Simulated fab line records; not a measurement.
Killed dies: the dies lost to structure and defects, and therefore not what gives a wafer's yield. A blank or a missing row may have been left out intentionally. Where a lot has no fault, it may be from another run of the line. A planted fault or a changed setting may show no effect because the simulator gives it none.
Which tool did it?    flow n5Finfet    23 wafers from 8 lots sampled at 8 of the route's 1938 steps

WHAT THE GAUGES SHOWED, per wafer
N5_BEOL_M2_OCD_MEAS_38. Usual: trenchDepthNm at 55.8 nm, with a standard deviation of 1.1.
lot   measured      on      trenchDepthNm (nm)  flag
L509  day 6 20:58   ocd-02  57.2 57.8           
L512  day 7 19:35   ocd-02  56.6 55.5 56.9      
L515  day 8 13:08   ocd-02  56.1 56.5 56.4      
L522  day 10 08:37  ocd-02  55.1 56.2 55.9      
L523  day 10 11:25  ocd-02  27.0 27.8 27.8      OFF
L526  day 11 04:29  ocd-02  54.3 55.5 54.0      
L529  day 11 18:25  ocd-02  56.6 53.9 57.0      
L531  day 12 03:46  ocd-02  53.6 56.0 53.3      

N5_BEOL_M2_CD_MEAS_35: target cd 18 nm, target cd y 22.2 nm. Usual: cdNm at 18.2 nm, with a standard deviation of 0.52.
lot   measured      on        cdNm (nm)       flag
L509  day 6 21:08   cdSem-01  18.7 18.6       
L512  day 7 19:44   cdSem-01  18.6 19.3 18.2  
L515  day 8 13:18   cdSem-01  18.0 17.4 18.1  
L522  day 10 08:46  cdSem-02  18.4 18.3 18.0  
L523  day 10 11:34  cdSem-03  17.6 17.3 17.7  
L526  day 11 04:38  cdSem-02  18.1 19.0 18.3  
L529  day 11 18:34  cdSem-01  18.9 17.9 19.4  
L531  day 12 03:55  cdSem-03  17.9 18.7 18.5  

N5_BEOL_M2_THK_MEAS_53: measures by xrf. Usual: M2_THK typically reads 40.8 nm, with standard deviation 1.8.
lot   measured      on            M2_THK (nm)     flag
L509  day 7 00:59   filmMetro-02  43.7 42.1       
L512  day 8 00:14   filmMetro-02  41.5 40.3 42.0  
L515  day 8 19:17   filmMetro-02  42.5 40.2 40.8  
L522  day 10 12:21  filmMetro-02  39.6 39.3 39.2  
L523  day 10 17:37  filmMetro-02  13.1 12.3 13.3  OFF
L526  day 11 08:05  filmMetro-01  40.2 38.8 40.3  
L529  day 11 22:02  filmMetro-02  40.0 38.6 41.7  
L531  day 12 07:35  filmMetro-01  38.9 41.3 38.7  

N5_BEOL_M2_RS_MEAS_58: measurement is done with a four-point probe. Usual: M2_RS typically reads 0.67 ohm/sq, with standard deviation 0.039.
lot   measured      on            M2_RS (ohm/sq)  flag
L509  day 7 01:16   filmMetro-02  0.61 0.64       
L512  day 8 00:29   filmMetro-02  0.65 0.68 0.64  
L515  day 8 19:33   filmMetro-01  0.63 0.68 0.66  
L522  day 10 12:37  filmMetro-01  0.70 0.70 0.70  
L523  day 10 17:52  filmMetro-02  3.25 3.54 3.15  OFF
L526  day 11 08:20  filmMetro-02  0.67 0.71 0.67  
L529  day 11 22:18  filmMetro-02  0.68 0.72 0.65  
L531  day 12 07:51  filmMetro-01  0.71 0.66 0.71  

N5_BEOL_M4_RC_MEAS_101. Usual: DIBL_N 36.2 mV/V, standard deviation 2; DIBL_P 36.1 mV/V, standard deviation 2.4; IOFF_N 0.16 nA/um, standard deviation 0.035; IOFF_P 0.22 nA/um, standard deviation 0.041; ION_N 675 uA/um, standard deviation 14; ION_P 465 uA/um, standard deviation 8.6; SS_N 71.5 mV/dec, standard deviation 0.64; SS_P 73.2 mV/dec, standard deviation 0.76; VT_N 250 mV, standard deviation 3.9; VT_P -249 mV, standard deviation 3.4.
lot   measured      on         DIBL_N (mV/V)   DIBL_P (mV/V)   IOFF_N (nA/um)  IOFF_P (nA/um)  ION_N (uA/um)  ION_P (uA/um)  SS_N (mV/dec)   SS_P (mV/dec)   VT_N (mV)    VT_P (mV)       flag
L509  day 8 07:03   prober-02  38.0 38.1       37.1 37.0       0.19 0.19       0.23 0.22       692 686        470 465        72.1 71.9       73.5 73.8       247 249      -248 -252       
L512  day 9 04:04   prober-02  36.6 35.0 37.3  35.9 33.7 37.3  0.18 0.14 0.20  0.23 0.18 0.25  688 659 688    476 447 469    71.7 71.1 71.7  73.7 72.8 74.3  245 251 241  -248 -252 -246  
L515  day 9 14:08   prober-01  34.8 35.7 35.7  34.5 36.2 36.0  0.13 0.16 0.16  0.20 0.22 0.23  665 680 675    456 470 476    71.7 71.5 71.6  72.6 73.6 72.8  248 248 249  -251 -246 -249  
L522  day 11 15:52  prober-01  37.1 35.0 36.6  38.2 35.3 38.1  0.16 0.13 0.16  0.24 0.19 0.23  678 661 679    467 461 472    71.9 71.2 71.1  73.2 72.9 73.7  249 254 251  -248 -249 -248  
L526  day 12 08:17  prober-02  34.9 38.7 40.8  33.2 37.5 40.7  0.13 0.19 0.24  0.18 0.24 0.28  677 674 703    466 463 472    70.9 72.2 72.0  72.7 74.4 74.0  251 248 243  -251 -247 -247  
L529  day 13 09:20  prober-02  38.8 36.6 33.3  35.0 34.5 30.0  0.19 0.15 0.10  0.21 0.21 0.16  685 670 654    461 461 456    71.5 71.7 70.7  73.3 73.6 71.6  249 250 254  -251 -249 -252  
L531  day 13 10:43  prober-01  36.4 37.7 38.0  34.9 37.5 37.4  0.14 0.19 0.18  0.19 0.22 0.24  669 682 678    456 464 461    71.8 71.5 72.2  72.9 74.7 74.3  253 247 250  -251 -251 -246  

WHICH TOOL RAN EACH LOT (tool, then ch and the chambers of the sampled wafers, then the start)
lot   N5_BEOL_M2_ETCH_77                 N5_BEOL_M2_TRENCH_ETCH_37          N5_BEOL_M2_STRIP_97
L509  rieDiel-04 ch 2, day 6 20:10       rieDiel-04 ch 0,2, day 6 20:49     rieDiel-04 ch 0,2, day 6 20:58 or earlier
L512  rieDiel-04 ch 0,1,3, day 7 14:23   rieDiel-01 ch 1,3, day 7 19:26     rieDiel-01 ch 1,3, day 7 19:35 or earlier
L515  rieDiel-03 ch 2,3, day 8 11:10     rieDiel-01 ch 0,2, day 8 12:59     rieDiel-01 ch 0,2, day 8 13:08 or earlier
L522  rieDiel-04 ch 0,2, day 10 00:17    rieDiel-01 ch 0,2, day 10 08:28    rieDiel-01 ch 0,2, day 10 08:37 or earlier
L523  rieDiel-01 ch 0,3, day 10 10:44    rieDiel-01 ch 2,3, day 10 11:16    rieDiel-01 ch 2,3, day 10 11:25 or earlier
L526  rieDiel-04 ch 0,2, day 10 21:52    rieDiel-03 ch 0,2, day 11 04:19    rieDiel-03 ch 0,2, day 11 04:29 or earlier
L529  rieDiel-03 ch 0,1,2, day 11 13:04  rieDiel-04 ch 1,2,3, day 11 18:16  rieDiel-04 ch 1,2,3, day 11 18:25 or earlier
L531  rieDiel-03 ch 0,3, day 12 00:10    rieDiel-04 ch 1,3, day 12 03:37    rieDiel-04 ch 1,3, day 12 03:46 or earlier
- N5_BEOL_M2_ETCH_77: etches underlayer in N2/H2, target depth 6.5 nm, time 5.2 s.
- N5_BEOL_M2_TRENCH_ETCH_37: etches SiOC in C4F6/O2, target depth 55.555 nm, time 29.2 s.
- N5_BEOL_M2_STRIP_97: strips in N2/H2, time 10 s.

AS READ BY THE TOOLS THEMSELVES (means over the sampled wafers that have a number; for cases with no such wafer, the mark the record gives instead)
N5_BEOL_M2_ETCH_77. Usual: drypumpMotorCurrentA 5.6 A, standard deviation 0.39; etchRfOnTimeS 5.15 s, standard deviation 0.12; oesProductAu 0.68 a.u., standard deviation 0.081; rfVppV 523.3 V, standard deviation 2.2; showerheadPlenumPTorr 2.52 Torr, standard deviation 0.063; throttleValvePct 17.7 %, standard deviation 0.3.
lot   tool        drypumpMotorCurrentA (A)  etchRfOnTimeS (s)  oesProductAu (a.u.)  rfVppV (V)  showerheadPlenumPTorr (Torr)  throttleValvePct (%)  flag
L509  rieDiel-04  5.5                       5.09               0.72                 522.1       2.46                          17.3                  
L512  rieDiel-04  5.5                       5.15               0.69                 522.2       2.48                          17.8                  
L515  rieDiel-03  5.5                       5.11               0.65                 524.2       2.54                          18.0                  
L522  rieDiel-04  5.9                       5.15               0.63                 523.4       2.46                          17.6                  
L523  rieDiel-01  5.6                       5.10               0.61                 522.7       2.47                          17.8                  
L526  rieDiel-04  5.9                       5.13               0.62                 521.8       2.46                          17.6                  
L529  rieDiel-03  5.7                       5.23               0.69                 523.4       2.55                          17.7                  
L531  rieDiel-03  6.1                       5.26               0.67                 524.0       2.50                          17.9                  

N5_BEOL_M2_TRENCH_ETCH_37. Usual: C4F6_flow_sccm 9.999 sccm, standard deviation 0.028; drypumpMotorCurrentA 5.6 A, standard deviation 0.39; oesProductAu 0.80 a.u., standard deviation 0.089; rfVppV 655 V, standard deviation 14; showerheadPlenumPTorr 2.83 Torr, standard deviation 0.078; throttleValvePct 20.74 %, standard deviation 0.26.
lot   tool        C4F6_flow_sccm (sccm)  drypumpMotorCurrentA (A)  oesProductAu (a.u.)  rfVppV (V)  showerheadPlenumPTorr (Torr)  throttleValvePct (%)  flag
L509  rieDiel-04  9.992                  5.8                       0.79                 667         2.78                          20.62                 
L512  rieDiel-01  9.999                  5.6                       0.80                 653         2.93                          20.63                 
L515  rieDiel-01  9.999                  5.8                       0.88                 656         2.79                          20.77                 
L522  rieDiel-01  10.029                 5.8                       0.78                 664         2.73                          20.77                 
L523  rieDiel-01  9.998                  5.7                       0.57                 652         2.87                          20.80                 
L526  rieDiel-03  9.999                  6.1                       0.75                 654         2.84                          20.79                 
L529  rieDiel-04  9.998                  5.3                       0.80                 659         2.74                          20.71                 
L531  rieDiel-04  9.995                  5.1                       0.77                 651         2.73                          20.85                 

N5_BEOL_M2_STRIP_97. Usual: drypumpMotorCurrentA 5.6 A, standard deviation 0.38; oesProductAu 0.80 a.u., standard deviation 0.093; rfVppV 59.2 V, standard deviation 0.87; showerheadPlenumPTorr 2.51 Torr, standard deviation 0.062; throttleValvePct 23.4 %, standard deviation 0.31.
lot   tool        drypumpMotorCurrentA (A)  oesProductAu (a.u.)  rfVppV (V)  showerheadPlenumPTorr (Torr)  throttleValvePct (%)  flag
L509  rieDiel-04  5.8                       0.79                 58.3        2.47                          23.0                  
L512  rieDiel-01  5.6                       0.80                 59.2        2.59                          23.2                  
L515  rieDiel-01  5.9                       0.88                 58.6        2.47                          23.4                  
L522  rieDiel-01  5.8                       0.78                 58.1        2.43                          23.3                  
L523  rieDiel-01  5.7                       0.83                 59.0        2.54                          23.4                  
L526  rieDiel-03  6.2                       0.76                 59.4        2.53                          23.3                  
L529  rieDiel-04  5.3                       0.80                 59.3        2.45                          23.5                  
L531  rieDiel-04  5.1                       0.78                 58.7        2.45                          23.8                  

THE ANSWER, worked out from the rows above alone
Rule: a lot counts as off when the mean over its wafers that have a number is more than 3 standard deviations away from the usual mean. A lot without any number at a reading at which 4 lots or more have one is off too. The other lots that the step has rows for count as sound. First the gauges in route order, then the tools' own readings, where a lot's mean is used as printed above. The first step at which some lot is off is used, and at that step the reading that is off furthest; a lot without a number counts as furthest.
Off: L523 (N5_BEOL_M2_OCD_MEAS_38, trenchDepthNm).
A tool fits if, at a process step before that reading, it ran every lot that is off, and no sound lot after the first of them. Not tried: the gauges at N5_BEOL_M2_OCD_MEAS_38; whatever is off there is also off at N5_BEOL_M2_THK_MEAS_53, on other tools, and gauge error can't account for it. N5_BEOL_M2_STRIP_97: start missing for some lots; hours and lot order therefore follow N5_BEOL_M2_OCD_MEAS_38. One candidate fits, namely rieDiel-01 at N5_BEOL_M2_ETCH_77 and N5_BEOL_M2_TRENCH_ETCH_37 and N5_BEOL_M2_STRIP_97. It ran no sound lot before its first lot that is off in this sample, so the start can't be narrowed down.

WHAT THE SIMULATOR HAD INSERTED
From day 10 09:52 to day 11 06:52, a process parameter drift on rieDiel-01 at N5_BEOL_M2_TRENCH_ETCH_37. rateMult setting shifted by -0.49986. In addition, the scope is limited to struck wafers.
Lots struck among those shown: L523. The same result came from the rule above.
